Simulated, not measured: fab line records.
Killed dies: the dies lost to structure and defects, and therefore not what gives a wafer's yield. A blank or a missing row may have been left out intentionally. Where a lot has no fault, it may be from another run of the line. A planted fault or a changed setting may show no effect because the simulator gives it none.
Chamber matching ; flow n5Finfet ; N5_FIN_CUT_ETCH_30 on rieDiel-02: 4 sister chambers
The step etches underlayer in N2/H2, target depth 13 nm, time 10.4 s. 14 wafers are shown with their chamber, then 7 later ones without.

== WAFERS, EACH WITH ITS CHAMBER ==
wafer;chamber;showerheadPlenumPTorr (Torr);throttleValvePct (%);drypumpMotorCurrentA (A)
L074.2;1;2.51;18.13;5.4
L074.3;0;2.38;18.20;5.7
L074.4;2;2.47;17.70;5.7
L076.2;2;2.47;17.69;5.7
L076.3;1;2.51;18.13;5.5
L076.6;3;2.64;17.92;6.0
L077.3;0;2.38;18.22;5.7
L077.5;3;2.64;17.92;6.0
L077.6;2;2.47;17.70;5.7
L081.1;3;2.63;17.93;6.0
L081.3;1;2.51;18.16;5.5
L081.6;0;2.37;18.23;5.7
L082.1;2;2.46;17.70;5.6
L082.3;0;2.37;18.22;5.7

SIGNATURES (averages over the wafers above)
reading;chamber 0;chamber 1;chamber 2;chamber 3;scatter within a chamber
showerheadPlenumPTorr;2.3750;2.5100;2.4675;2.6367;0.00492
throttleValvePct;18.2175;18.1400;17.6975;17.9233;0.011
drypumpMotorCurrentA;5.700;5.467;5.675;6.000;0.0376
Rule: distance of a wafer from a chamber = root of the sum over the readings of ((wafer's reading minus chamber's mean) / reading's scatter) squared. The wafer belongs to the nearest chamber; if the next one is less than 2 further off, it can't be placed. The scatter is the square root of a quotient: the sum, over the shown wafers, of each reading's squared deviation from its chamber's mean, divided by wafers minus chambers.

== WAFERS WITH NO CHAMBER GIVEN ==
wafer;showerheadPlenumPTorr (Torr);throttleValvePct (%);drypumpMotorCurrentA (A)
L082.4;2.63;17.96;6.0
L089.1;2.46;17.74;5.7
L089.2;2.50;18.18;5.5
L089.3;2.37;18.27;5.7
L096.4;2.50;18.20;5.4
L096.5;2.36;18.27;5.7
L096.6;2.45;17.76;5.7

== WHICH CHAMBER EACH ONE RAN IN ==
wafer;from the rows above;in truth
L082.4;3;3
L089.1;2;2
L089.2;1;1
L089.3;0;0
L096.4;1;1
L096.5;0;0
L096.6;2;2
Placed correctly: 7 of 7. Left unplaced by these rows: 0. Wrongly placed: 0.
